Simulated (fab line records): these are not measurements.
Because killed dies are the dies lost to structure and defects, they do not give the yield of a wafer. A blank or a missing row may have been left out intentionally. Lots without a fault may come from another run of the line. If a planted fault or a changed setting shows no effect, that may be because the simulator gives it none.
8D (eight disciplines) problem report, filled in by code | flow n5Finfet | the parts of the form that need people (team, actions taken, sign-off) are left out

1. PROBLEM STATEMENT
Mean of barrierFieldEndpointS at N5_BEOL_M12_CMP_49: 40.0 s across 2 wafers in 2 lots; on wafers with no fault it is 30.8 s (standard deviation 0.64). Relative to the usual mean, that is a shift of +14 standard deviations.
The step: polishes, stops on SiOC, t overpolish 20.6 s, target thk 320 nm.
Seen first at day 15 01:22 on cmp-02, wafer L483.1. The record holds 32 wafers of 11 lots with a number at this step. By rule, "out" or "out of limits" means more than 4 standard deviations away from the usual mean. The other wafers with a number count as sound.

2. WHAT IT IS AND WHAT IT IS NOT
question                    | is                    | is not
which readings at this step | barrierFieldEndpointS | headPressurePsi, motorCurrentA
which lots                  | L483, L484            | L465, L467, L469, L472, L473, L476, L478, L481, L488
which wafers of those lots  | L483.1, L484.4        | L483.2, L483.5, L484.3, L484.6
read on which tools         | cmp-02                | cmp-03, cmp-04
when                        | from day 15 01:22     | up to then (25 sound wafers); but 5 sound wafers of L484, L488 came after

3. THE SUSPECTS, EACH WITH WHAT RULES IT OUT
Counting: any tool at a process step up to the reading remains a suspect provided it ran every lot that is out. Sound lots after the first of them don't rule it out here, since some wafers of a struck lot are sound.
- pvdSputter-01 at N5_BEOL_M12_SPUTTER_43 (material TaN, target thk 15 nm, time 24.19 s): kept. It ran every lot that is out, first L483 (day 15 00:17); its last sound lot up to then is L481 (day 14 18:53).
- rtpAnneal-01 at N5_BEOL_M12_ANNEAL_48 (time 90 s): kept. It ran every lot that is out, first L483 (day 15 01:01); its last sound lot up to then is L476 (day 13 22:20).
- cmp-02 at N5_BEOL_M12_CMP_49 (polishes, stops on SiOC, t overpolish 20.6 s, target thk 320 nm): kept. It ran every lot that is out, first L483 (day 15 01:22); its last sound lot up to then is L472 (day 12 01:46). Out on those wafers are its own readings of barrierFieldEndpointS.
pvdSputter-01 at N5_BEOL_M12_SPUTTER_43, rtpAnneal-01 at N5_BEOL_M12_ANNEAL_48 and cmp-02 at N5_BEOL_M12_CMP_49 are what is left after counting.

4. THE CAUSE (what the simulator had put in)
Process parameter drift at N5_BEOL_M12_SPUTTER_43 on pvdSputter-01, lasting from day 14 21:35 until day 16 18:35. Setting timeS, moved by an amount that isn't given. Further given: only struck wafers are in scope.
3 suspects survive the count, and this tool is in that group.

5. SEQUENCE OF EFFECTS, ordered by route
One row per reading whose mean, taken over the struck wafers that have a number, lies over 3 standard deviations from the usual. Only readings whose record carries a usual standard deviation are examined. hours: median over the lots of the time between each lot's start at the first step of this table that gives one and its start at this step. sigmas: the change, counted in usual standard deviations.
hours | step               | reading               | usual  | on struck wafers | change | sigmas
0     | N5_BEOL_M12_CMP_49 | barrierFieldEndpointS | 30.8 s | 40.0             | +9.2   | +14
Here are the process steps it includes:
- N5_BEOL_M12_CMP_49: polishes, stops on SiOC, t overpolish 20.6 s, target thk 320 nm.
Later measuring or inspecting steps at which every struck wafer that the step has a row for has a number for every such reading, and none has moved that far: N5_BEOL_M12_INSPECT_55.

6. WHAT WOULD HAVE CAUGHT IT SOONER
In this record no reading fell out of limits until day 15 01:22, 4 hours after the fault had begun at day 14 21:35.
No tool reading at N5_BEOL_M12_SPUTTER_43 that has a usual standard deviation in the record was out on any struck wafer, so an alarm limit of 4 standard deviations on those readings would not have fired.
Of the lots that are out (2), L484 began N5_BEOL_M12_SPUTTER_43 on pvdSputter-01 after day 15 01:22. Putting the tool on hold at that point would have spared it.
